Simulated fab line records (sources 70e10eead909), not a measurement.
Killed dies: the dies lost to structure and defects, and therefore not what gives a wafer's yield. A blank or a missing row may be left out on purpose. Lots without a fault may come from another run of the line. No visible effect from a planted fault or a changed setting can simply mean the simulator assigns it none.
8D (eight disciplines) problem report, filled in by code -- flow nand_harc -- the parts of the form that need people (team, actions taken, sign-off) are left out

## 1. WHAT WENT WRONG
At NHARC_P_M1_THK_MEAS_24, thk_nm averages 30.6 nm over 6 wafers from 2 lots, while fault-free wafers read 157.7 nm, standard deviation 1.4. That is -91 standard deviations from the usual mean.
The step: measures by xrf.
First observed at day 9 04:08: wafer L162.3, on film_metro-01. The record has a number at this step for 39 wafers belonging to 13 lots. By rule, "out" or "out of limits" means more than 4 standard deviations away from the usual mean. The other wafers with a number count as sound.

## 2. WHAT IT IS AND WHAT IT IS NOT
question,is,is not
which readings at this step,thk_nm,-
which lots,"L162, L163","L155, L157, L167, L168, L170, L171, L172, L174, L176, L177, L178"
which wafers of those lots,all that have a number,-
read on which gauges,"film_metro-01, film_metro-02",-
when,from day 9 04:08,"up to then (6 sound wafers); but 27 sound wafers of L167, L168, L170, L171, L172, L174, L176, L177, L178 came after"

## 3. WHAT RULES OUT EACH SUSPECT
Counting: a tool at any process step up to the reading remains a suspect when it ran all the lots that are out and ran no sound lot after the first of those.
- ruled out: the gauge at NHARC_P_M1_THK_MEAS_24. The wafers that are out were read on 2 gauges (film_metro-01, film_metro-02).
- ecd_cu-02 at NHARC_P_M1_ECD_22 (material Cu, target thk 400 nm): ruled out as a lasting fault. Following L162 (day 9 03:12), the first lot on it that is out, the sound lots L168, L170, L172, L174, L176, L178 were run on it.
Left after counting: nothing in the record.

## 4. THE CAUSE (what the simulator had put in)
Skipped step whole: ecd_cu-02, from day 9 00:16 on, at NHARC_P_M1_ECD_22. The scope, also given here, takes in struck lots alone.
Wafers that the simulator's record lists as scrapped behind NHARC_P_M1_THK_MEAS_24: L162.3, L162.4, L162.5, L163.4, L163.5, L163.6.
It was ruled out by counting, in error; the rule expects a fault to strike all lots run on its tool from its start on, and this fault did not.

## 5. SEQUENCE OF EFFECTS, ordered by route
Rows list readings where the struck wafers' mean (over those with a number) sits beyond 3 standard deviations from the usual. Only readings whose record carries a usual standard deviation are examined. hours: median over the lots of the time between each lot's start at the first step of this table that gives one and its start at this step. sigmas: the change, counted in usual standard deviations.
hours,step,reading,usual,on struck wafers,change,sigmas
0,NHARC_P_M1_CMP_23,time_to_endpoint_s,28.6 s,1.6,-27.0,-11
0,NHARC_P_M1_THK_MEAS_24,thk_nm,157.7 nm,30.6,-127.1,-91
Here are the process steps it includes:
- NHARC_P_M1_CMP_23: polishes, t overpolish 20 s, target thk 157.82 nm.
Readings that are blank on the struck wafers while sound wafers have them: bath_heat_duty_pct at NHARC_P_M1_ECD_22; bath_temp_c at NHARC_P_M1_ECD_22.

## 6. WHAT WOULD HAVE CAUGHT IT SOONER
4 hours passed between the start of the fault at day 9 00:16 and the first reading out of limits at a measuring or inspecting step in this record, taken at day 9 04:08.
At NHARC_P_M1_ECD_22 the tool's readings are blank on the struck wafers, where sound wafers have them: an empty tool record is the first sign, and it was there at once.
